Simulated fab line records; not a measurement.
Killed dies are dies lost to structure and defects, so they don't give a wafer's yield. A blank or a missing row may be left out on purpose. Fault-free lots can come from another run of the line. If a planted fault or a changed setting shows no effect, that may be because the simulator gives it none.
One fault through the eyes of 2 desks    flow nand-harc    each desk holds nothing but its own numbers, with what lay behind them at the end

## AT THE METROLOGY DESK
What the gauges read for every lot (on any tool): the sampled wafers with a number, averaged. The brackets show how far a lot's mean lies from the usual mean; more than 4 standard deviations puts the lot out of limits, marked OUT.
Columns: A = cd-nm at NHARC_A_BLC_CD_MEAS_19, usual 100.1 nm; B = cd-nm at NHARC_A_M1_CD_MEAS_09, usual 120.0 nm
lot   first seen here  A      B
L355  day 22 16:33     100.7  120.0
L357  day 23 00:44     99.3   120.7
L359  day 24 05:19     99.5   120.0
L358  day 24 07:13     98.5   120.6
L360  day 25 01:40     99.4   119.9
L362  day 25 05:14     100.3  119.7
L368  day 28 05:23     99.8   148.0 (+49) OUT
L370  day 29 18:30     100.4  119.6
L369  day 30 01:19     102.7  143.7 (+42) OUT
L374  day 30 06:36     99.5   120.3
L372  day 30 13:22     100.1  119.7
L375  day 31 03:42     99.7   120.8
L378  day 32 03:06     98.5   119.6
L377  day 32 04:53     99.2   119.3
Finding of this desk: L368, L369 out of limits; the first was L368 at day 28 12:20, on cd-nm at NHARC_A_M1_CD_MEAS_09. L355, L357, L359, L358, L360, L362, L370, L374, L372, L375, L378, L377 stayed within limits.

## AT THE TOOL OWNER'S DESK: arfi-scanner-03
The tool's own readings at NHARC_A_M1_EXPOSE_06 (exposes mask A M1, target cd 120 nm): means of the sampled wafers that have a number, for each lot that ran on this tool. The brackets show how far a lot's mean lies from the usual mean; more than 4 standard deviations puts the lot out of limits, marked OUT.
Columns: A = exposure-dose-mJ-cm2 at NHARC_A_M1_EXPOSE_06, usual 75.12; B = stage-vel-mm-s at NHARC_A_M1_EXPOSE_06, usual 499.97 mm/s
lot   first seen here  A                         B
L362  day 25 12:37     75.15                     499.94
L368  day 28 12:11     119.92 (+99 or more) OUT  499.89
L369  day 30 08:09     112.42 (+99 or more) OUT  500.05
Finding of this desk: L368, L369 out of limits; the first was L368 at day 28 12:11, on exposure-dose-mJ-cm2 at NHARC_A_M1_EXPOSE_06. L362 stayed within limits.

## PUT TOGETHER
On L368, L369, at day 28 12:11, an alarm was possible from the tool owner's desk.
On L368, L369, the metrology desk was in a position to raise an alarm at day 28 12:20.
NHARC_A_M1_EXPOSE_06 was run on arfi-scanner-03 by each of the lots named.

## WHAT THE SIMULATOR PUT IN
Process parameters drifting: arfi-scanner-03 at NHARC_A_M1_EXPOSE_06, beginning at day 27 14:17. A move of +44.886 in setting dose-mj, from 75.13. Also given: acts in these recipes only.
Struck lots among those shown: L368, L369.
Fault start to first reading out of limits, in hours, per desk: tool owner, 22; metrology, 22.
